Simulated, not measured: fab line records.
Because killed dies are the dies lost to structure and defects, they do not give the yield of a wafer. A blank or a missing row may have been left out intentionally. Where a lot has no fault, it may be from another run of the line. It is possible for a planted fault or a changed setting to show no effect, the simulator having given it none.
Split-lot experiment / flow n5_finfet / on a route of 1938 steps: 7 lots, 21 wafers read

## SPLIT DETAILS
At N5_BEOL_M2_VIA_ETCH_34 (etches the open film in C4F6/O2, target depth 69.4 nm, time 65.9 s), the setting time_s was moved away from the recipe's 65.9 s on 7 of the 21 wafers read, by -12.2% to +20.3%. This setting was run at the recipe's value on the other wafers.

The split's own step is where the reading is taken.

## THE READING
SOC_of_BEOL_M2_COAT_67.thk_nm (the simulator's own value, which no gauge read), in nm, at N5_BEOL_M2_VIA_ETCH_34 (etches the open film in C4F6/O2, target depth 69.4 nm, time 65.9 s). No usual value for it is given in the file. The 14 wafers here that ran the recipe average 51.9 nm, standard deviation 0.25 nm.

wafer=L078.2; tool, chamber at the split=rie_diel-06, 0; time_s as run, s=65.9; against the recipe=recipe; SOC_of_BEOL_M2_COAT_67.thk_nm, nm=52.2; against lot-mates on the recipe=-
wafer=L078.5; tool, chamber at the split=rie_diel-06, 0; time_s as run, s=65.9; against the recipe=recipe; SOC_of_BEOL_M2_COAT_67.thk_nm, nm=52; against lot-mates on the recipe=-
wafer=L078.6; tool, chamber at the split=rie_diel-06, 1; time_s as run, s=65.9; against the recipe=recipe; SOC_of_BEOL_M2_COAT_67.thk_nm, nm=51.8; against lot-mates on the recipe=-
wafer=L081.1; tool, chamber at the split=rie_diel-05, 3; time_s as run, s=62.13; against the recipe=-5.7%; SOC_of_BEOL_M2_COAT_67.thk_nm, nm=52.2; against lot-mates on the recipe=+0.2
wafer=L081.4; tool, chamber at the split=rie_diel-05, 0; time_s as run, s=62.13; against the recipe=-5.7%; SOC_of_BEOL_M2_COAT_67.thk_nm, nm=52.4; against lot-mates on the recipe=+0.4
wafer=L081.5; tool, chamber at the split=rie_diel-05, 2; time_s as run, s=65.9; against the recipe=recipe; SOC_of_BEOL_M2_COAT_67.thk_nm, nm=52; against lot-mates on the recipe=-
wafer=L083.1; tool, chamber at the split=rie_diel-05, 2; time_s as run, s=69.94; against the recipe=+6.1%; SOC_of_BEOL_M2_COAT_67.thk_nm, nm=51.6; against lot-mates on the recipe=-0.2
wafer=L083.2; tool, chamber at the split=rie_diel-05, 0; time_s as run, s=69.94; against the recipe=+6.1%; SOC_of_BEOL_M2_COAT_67.thk_nm, nm=51.6; against lot-mates on the recipe=-0.2
wafer=L083.3; tool, chamber at the split=rie_diel-05, 3; time_s as run, s=65.9; against the recipe=recipe; SOC_of_BEOL_M2_COAT_67.thk_nm, nm=51.8; against lot-mates on the recipe=-
wafer=L088.4; tool, chamber at the split=rie_diel-01, 1; time_s as run, s=65.9; against the recipe=recipe; SOC_of_BEOL_M2_COAT_67.thk_nm, nm=51.8; against lot-mates on the recipe=-
wafer=L088.5; tool, chamber at the split=rie_diel-01, 1; time_s as run, s=65.9; against the recipe=recipe; SOC_of_BEOL_M2_COAT_67.thk_nm, nm=52.2; against lot-mates on the recipe=-
wafer=L088.6; tool, chamber at the split=rie_diel-01, 0; time_s as run, s=65.9; against the recipe=recipe; SOC_of_BEOL_M2_COAT_67.thk_nm, nm=51.8; against lot-mates on the recipe=-
wafer=L089.2; tool, chamber at the split=rie_diel-06, 3; time_s as run, s=79.27; against the recipe=+20.3%; SOC_of_BEOL_M2_COAT_67.thk_nm, nm=49.6; against lot-mates on the recipe=-1.8
wafer=L089.3; tool, chamber at the split=rie_diel-06, 2; time_s as run, s=79.27; against the recipe=+20.3%; SOC_of_BEOL_M2_COAT_67.thk_nm, nm=49.8; against lot-mates on the recipe=-1.6
wafer=L089.5; tool, chamber at the split=rie_diel-06, 0; time_s as run, s=65.9; against the recipe=recipe; SOC_of_BEOL_M2_COAT_67.thk_nm, nm=51.4; against lot-mates on the recipe=-
wafer=L090.1; tool, chamber at the split=rie_diel-06, 1; time_s as run, s=65.9; against the recipe=recipe; SOC_of_BEOL_M2_COAT_67.thk_nm, nm=51.4; against lot-mates on the recipe=-
wafer=L090.2; tool, chamber at the split=rie_diel-06, 3; time_s as run, s=57.83; against the recipe=-12.2%; SOC_of_BEOL_M2_COAT_67.thk_nm, nm=52.8; against lot-mates on the recipe=+1.1
wafer=L090.4; tool, chamber at the split=rie_diel-06, 0; time_s as run, s=65.9; against the recipe=recipe; SOC_of_BEOL_M2_COAT_67.thk_nm, nm=52; against lot-mates on the recipe=-
wafer=L093.1; tool, chamber at the split=rie_diel-01, 0; time_s as run, s=65.9; against the recipe=recipe; SOC_of_BEOL_M2_COAT_67.thk_nm, nm=51.8; against lot-mates on the recipe=-
wafer=L093.2; tool, chamber at the split=rie_diel-01, 1; time_s as run, s=65.9; against the recipe=recipe; SOC_of_BEOL_M2_COAT_67.thk_nm, nm=52.2; against lot-mates on the recipe=-
wafer=L093.6; tool, chamber at the split=rie_diel-01, 0; time_s as run, s=65.9; against the recipe=recipe; SOC_of_BEOL_M2_COAT_67.thk_nm, nm=52; against lot-mates on the recipe=-

THE FIT
A straight line over all 21 wafers: SOC_of_BEOL_M2_COAT_67.thk_nm changes by -0.0966 nm for each +1% of time_s; r = -0.94; the points scatter about the line by 0.26 nm.
The same after taking each lot's own level away (the mean of its wafers on the recipe; 21 wafers): -0.0796 nm for each +1%; r = -0.95; scatter 0.2 nm.
The reading moves by 1.6 nm for the largest change in time_s, on that fit.
The lots' own levels span 51.40 to 52.00 nm, that is 2.4 times the standard deviation above.
Hence the slope depends on the lot-to-lot level, as the two fits are not the same.
Check: with one of the wafers moved furthest among these (+20.3%) left out of the fit, the line predicts -1.48 nm for it against its lot-mates. It came out at -1.8 nm against them.

## OTHER SPLITS APPLIED TO THESE WAFERS
Before the reading, these wafers also passed through other splits. Each is held against what the fit with the lots' levels taken away leaves over:
other split on the same wafers=N5_BEOL_M0_SAQP_COAT_34 spin_rpm; wafers away from the commonest value=5; r with SOC_of_BEOL_M2_COAT_67.thk_nm (lot level and that fit taken away)=+0.17
other split on the same wafers=N5_BEOL_M0_ETCH_138 bias_w; wafers away from the commonest value=8; r with SOC_of_BEOL_M2_COAT_67.thk_nm (lot level and that fit taken away)=-0.36
other split on the same wafers=N5_BEOL_M0_ETCH_109 bias_w; wafers away from the commonest value=5; r with SOC_of_BEOL_M2_COAT_67.thk_nm (lot level and that fit taken away)=+0.04
other split on the same wafers=N5_BEOL_M1_VIA_ETCH_34 time_s; wafers away from the commonest value=5; r with SOC_of_BEOL_M2_COAT_67.thk_nm (lot level and that fit taken away)=+0.22
other split on the same wafers=N5_BEOL_M1_TRENCH_ETCH_37 time_s; wafers away from the commonest value=9; r with SOC_of_BEOL_M2_COAT_67.thk_nm (lot level and that fit taken away)=-0.04
other split on the same wafers=N5_BEOL_M2_PECVD_72 temp_c; wafers away from the commonest value=5; r with SOC_of_BEOL_M2_COAT_67.thk_nm (lot level and that fit taken away)=+0.34
other split on the same wafers=N5_BEOL_M2_ETCH_69 bias_w; wafers away from the commonest value=10; r with SOC_of_BEOL_M2_COAT_67.thk_nm (lot level and that fit taken away)=+0.25

## THE WHOLE CHAIN: every reading that the file lists as answering this split, in the file's order
step=N5_BEOL_M2_VIA_ETCH_34; what it does=etches the open film in C4F6/O2, target depth 69.4 nm, time 65.9 s; reading=etch.depth_nm (the simulator's own value, which no gauge read); change (the file's fit)=+0.739 nm for each +1% of the setting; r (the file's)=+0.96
step=N5_BEOL_M2_VIA_ETCH_34; what it does=etches the open film in C4F6/O2, target depth 69.4 nm, time 65.9 s; reading=SOC_of_BEOL_M2_COAT_67.thk_nm (the simulator's own value, which no gauge read); change (the file's fit)=-0.0806 nm for each +1% of the setting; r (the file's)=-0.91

## FILE'S OWN FIT
SOC_of_BEOL_M2_COAT_67.thk_nm changes by -0.0806 nm for each +1% of time_s, r = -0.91.
